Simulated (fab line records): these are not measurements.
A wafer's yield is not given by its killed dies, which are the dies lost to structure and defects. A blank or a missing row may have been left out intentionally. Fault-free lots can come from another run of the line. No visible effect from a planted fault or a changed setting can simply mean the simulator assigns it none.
What tool caused it? -- flow n5_finfet -- 9 lots with 27 wafers sampled at 6 steps, on a route of 1938 steps

WHAT THE GAUGES SHOWED, per wafer
N5_BEOL_M4_RC_MEAS_101. Usual: DIBL_N 36.5 mV/V, standard deviation 1.4; DIBL_P 36.6 mV/V, standard deviation 1.6; IOFF_N 0.160 nA/um, standard deviation 0.024; IOFF_P 0.217 nA/um, standard deviation 0.029; ION_N 674 uA/um, standard deviation 8.7; ION_P 464 uA/um, standard deviation 6.5; SS_N 71.6 mV/dec, standard deviation 0.47; SS_P 73.4 mV/dec, standard deviation 0.57; VT_N 250.0 mV, standard deviation 2.5; VT_P -250 mV, standard deviation 3.1.
lot,measured,on,DIBL_N (mV/V),DIBL_P (mV/V),IOFF_N (nA/um),IOFF_P (nA/um),ION_N (uA/um),ION_P (uA/um),SS_N (mV/dec),SS_P (mV/dec),VT_N (mV),VT_P (mV),flag
L279,day 8 06:04,prober-02,34.3 35.2 35.5,35.8 36.7 36.3,0.140 0.143 0.152,0.193 0.203 0.208,663 666 671,465 461 462,71.6 71.8 71.7,72.8 72.6 73.3,250.5 251.5 249.1,-251 -251 -249,
L284,day 9 20:58,prober-01,36.2 35.4 36.4,36.6 34.5 37.0,0.161 0.140 0.168,0.244 0.202 0.238,670 670 679,472 462 470,71.7 71.5 71.6,74.0 72.5 73.5,248.0 250.6 248.6,-245 -246 -246,
L293,day 11 23:23,prober-01,39.6 37.6 34.9,40.9 37.6 34.8,0.225 0.175 0.131,0.299 0.239 0.190,692 680 664,480 467 463,72.1 71.7 70.7,74.3 73.3 73.4,245.3 248.3 250.8,-246 -248 -249,
L294,day 11 23:09,prober-02,35.3 36.2 36.7,34.9 35.7 36.2,0.123 0.135 0.145,0.158 0.168 0.174,667 672 664,452 452 448,71.6 71.6 71.8,73.2 72.9 72.7,255.3 253.1 252.7,-256 -256 -255,
L300,day 13 13:08,prober-01,35.8 34.8 37.9,38.6 37.1 40.1,0.164 0.143 0.199,0.217 0.193 0.236,677 677 686,454 461 458,71.6 70.9 73.0,73.5 73.4 74.4,248.1 252.1 248.2,-249 -250 -249,
L301,day 13 16:08,prober-02,37.0 36.4 36.7,36.3 36.3 36.4,0.169 0.166 0.173,0.218 0.213 0.222,677 682 680,459 464 464,72.2 71.4 72.0,72.9 74.0 73.8,249.2 247.6 247.2,-251 -252 -249,

WHAT TOOL EACH LOT RAN ON (gives the tool, then ch and the chambers of the sampled wafers, and finally the start)
lot,N5_BEOL_M1_VIA_ETCH_34,N5_BEOL_M1_STRIP_36,N5_BEOL_M1_DEGAS_44,N5_BEOL_M1_ALD_84,N5_BEOL_M1_CMP_52
L279,"rie_diel-03 ch 0,1, day 6 12:55","rie_diel-03 ch 0,1, day 6 12:59","pvd_sputter-03, day 6 13:50","ald_metal-03 ch 1,3, day 6 13:56","cmp-04 ch 0,2, day 6 16:57"
L284,"rie_diel-03 ch 0,1,2, day 7 18:36","rie_diel-03 ch 0,1,2, day 7 18:40","pvd_sputter-03, day 7 19:23","ald_metal-04 ch 1,2, day 7 19:29","cmp-01 ch 2,3, day 7 22:19"
L290,"rie_diel-04 ch 0,2,3, day 9 09:31","rie_diel-04 ch 0,2,3, day 9 09:35","pvd_sputter-03, day 9 10:38","ald_metal-02 ch 0,2,3, day 9 10:44","cmp-01 ch 0,2,3, day 9 15:22"
L291,"rie_diel-04 ch 0,2,3, day 9 14:49","rie_diel-04 ch 0,2,3, day 9 14:53","pvd_sputter-03, day 9 15:28","ald_metal-02 ch 1,2, day 9 15:34","cmp-04 ch 0,1,3, day 9 18:26"
L292,"rie_diel-05 ch 2,3, day 9 19:29","rie_diel-05 ch 2,3, day 9 19:32","pvd_sputter-03, day 9 20:13","ald_metal-03 ch 1,2,3, day 9 20:19","cmp-04 ch 0,1, day 9 23:09"
L293,"rie_diel-03 ch 0,1,2, day 9 22:52","rie_diel-03 ch 0,1,2, day 9 22:55","pvd_sputter-03, day 9 23:44","ald_metal-03 ch 0,2,3, day 9 23:51","cmp-04 ch 0,1,2, day 10 03:05"
L294,"rie_diel-03 ch 0,2,3, day 10 10:01","rie_diel-03 ch 0,2,3, day 10 10:05","pvd_sputter-01, day 10 10:46","ald_metal-02 ch 0,1,2, day 10 10:53","cmp-04 ch 0,1,3, day 10 13:59"
L300,"rie_diel-05 ch 0,1, day 11 15:50","rie_diel-05 ch 0,1, day 11 15:53","pvd_sputter-03, day 11 16:39","ald_metal-02 ch 0,1,2, day 11 16:45","cmp-01 ch 0,2,3, day 11 19:27"
L301,"rie_diel-05 ch 0,3, day 12 09:53","rie_diel-05 ch 0,3, day 12 09:57","pvd_sputter-01, day 12 10:46","ald_metal-02 ch 1,2,3, day 12 10:52","cmp-04 ch 0,2, day 12 13:37"
- N5_BEOL_M1_VIA_ETCH_34: etches the open film in C4F6/O2, target depth 67.8 nm, time 64.4 s.
- N5_BEOL_M1_STRIP_36: strips in N2/H2.
- N5_BEOL_M1_DEGAS_44: time 60 s.
- N5_BEOL_M1_ALD_84: deposits TaN, pulse time 2 s, purge time 3 s, co reactant purge time 2 s.
- N5_BEOL_M1_CMP_52: polishes, stops on SiOC, t overpolish 6.8 s, target thk 40 nm.

WHAT THE TOOLS THEMSELVES READ (means of the sampled wafers that have a number; where no wafer has one, the mark that the record gives instead)
N5_BEOL_M1_VIA_ETCH_34. Usual: O2_flow_sccm 10.002 sccm, standard deviation 0.028; drypump_motor_current_A 5.7 A, standard deviation 0.47; mfc_ar_sccm 300.0 sccm, standard deviation 0.98; oes_product_au 0.80 a.u., standard deviation 0.072; rf_fwd_power_W 346.9 W, standard deviation 1.5; rf_vpp_V 661 V, standard deviation 6.8; showerhead_plenum_p_Torr 2.86 Torr, standard deviation 0.1; throttle_valve_pct 30.74 %, standard deviation 0.23.
lot,tool,O2_flow_sccm (sccm),drypump_motor_current_A (A),mfc_ar_sccm (sccm),oes_product_au (a.u.),rf_fwd_power_W (W),rf_vpp_V (V),showerhead_plenum_p_Torr (Torr),throttle_valve_pct (%),flag
L279,rie_diel-03,10.012,5.8,298.9,0.75,345.3,657,2.76,30.75,
L284,rie_diel-03,10.033,5.9,300.4,0.78,345.7,662,2.82,30.68,
L290,rie_diel-04,10.012,5.7,299.7,0.73,347.3,658,2.83,30.54,
L291,rie_diel-04,9.992,5.7,299.4,0.73,347.2,658,2.82,30.54,
L292,rie_diel-05,10.018,5.4,300.0,0.80,346.5,666,2.92,30.65,
L293,rie_diel-03,9.993,5.9,299.4,0.77,346.9,661,2.81,30.69,
L294,rie_diel-03,10.006,5.9,300.2,0.83,348.1,665,2.91,30.78,
L300,rie_diel-05,9.990,6.0,299.8,0.84,347.7,664,2.84,30.92,
L301,rie_diel-05,10.010,5.6,299.2,0.93,347.7,662,2.79,30.65,

N5_BEOL_M1_STRIP_36. Usual: drypump_motor_current_A 5.7 A, standard deviation 0.47; oes_product_au 0.80 a.u., standard deviation 0.071; rf_vpp_V 59.0 V, standard deviation 1.6; showerhead_plenum_p_Torr 2.55 Torr, standard deviation 0.099; throttle_valve_pct 23.64 %, standard deviation 0.28.
lot,tool,drypump_motor_current_A (A),oes_product_au (a.u.),rf_vpp_V (V),showerhead_plenum_p_Torr (Torr),throttle_valve_pct (%),flag
L279,rie_diel-03,5.8,0.76,59.5,2.46,23.55,
L284,rie_diel-03,5.9,0.78,57.8,2.51,23.48,
L290,rie_diel-04,5.7,0.73,58.7,2.53,23.48,
L291,rie_diel-04,5.7,0.73,57.5,2.53,23.48,
L292,rie_diel-05,5.4,0.78,58.2,2.62,23.73,
L293,rie_diel-03,5.9,0.77,58.4,2.50,23.49,
L294,rie_diel-03,5.9,0.83,58.6,2.60,23.61,
L300,rie_diel-05,6.0,0.83,58.5,2.54,23.89,
L301,rie_diel-05,5.6,0.94,58.8,2.48,23.50,

N5_BEOL_M1_DEGAS_44. Usual: 301 W for heater_power_w, sd 38.
lot,tool,heater_power_w (W),flag
L279,pvd_sputter-03,281,
L284,pvd_sputter-03,313,
L290,pvd_sputter-03,298,
L291,pvd_sputter-03,298,
L292,pvd_sputter-03,274,
L293,pvd_sputter-03,292,
L294,pvd_sputter-01,275,
L300,pvd_sputter-03,293,
L301,pvd_sputter-01,313,

N5_BEOL_M1_ALD_84. Usual: chamber_pressure_Torr 3.000 Torr, standard deviation 0.0066; heater_power_w 436 W, standard deviation 27.
lot,tool,chamber_pressure_Torr (Torr),heater_power_w (W),flag
L279,ald_metal-03,3.000,393,
L284,ald_metal-04,3.004,454,
L290,ald_metal-02,-,-,OFF
L291,ald_metal-02,-,-,OFF
L292,ald_metal-03,-,-,OFF
L293,ald_metal-03,3.001,442,
L294,ald_metal-02,3.003,426,
L300,ald_metal-02,2.998,424,
L301,ald_metal-02,2.997,450,

N5_BEOL_M1_CMP_52. Usual: barrier_field_endpoint_s 24.5 s, standard deviation 0.53; motor_current_A 6.3 A, standard deviation 0.61.
lot,tool,barrier_field_endpoint_s (s),motor_current_A (A),flag
L279,cmp-04,24.8,6.6,
L284,cmp-01,24.8,6.9,
L290,cmp-01,22.6,6.5,OFF
L291,cmp-04,22.7,6.2,OFF
L292,cmp-04,22.7,6.5,OFF
L293,cmp-04,24.0,6.4,
L294,cmp-04,24.4,6.1,
L300,cmp-01,25.3,6.6,
L301,cmp-04,24.4,6.5,

THE ANSWER, worked out from the rows above alone
Rule: a lot is off if the mean of its wafers that have a number lies more than 3 standard deviations from the usual mean. A lot without any number at a reading at which 4 lots or more have one is off too. All remaining lots with rows at the step are treated as sound. Order of review: gauges by route order, followed by the tools' own readings, for which a lot's mean as printed above is used. At the first step where some lot is off, the reading lying furthest off is the one used; lots without a number count as furthest.
Off, at N5_BEOL_M1_ALD_84 on chamber_pressure_Torr: L290, L291, L292. Without a number there: L290, L291, L292.
A tool fits if, at that step or a process step before it, it ran every lot that is off, and no sound lot after the first of them. Of those tried, none fits.

WHAT HAD BEEN PUT IN BY THE SIMULATOR
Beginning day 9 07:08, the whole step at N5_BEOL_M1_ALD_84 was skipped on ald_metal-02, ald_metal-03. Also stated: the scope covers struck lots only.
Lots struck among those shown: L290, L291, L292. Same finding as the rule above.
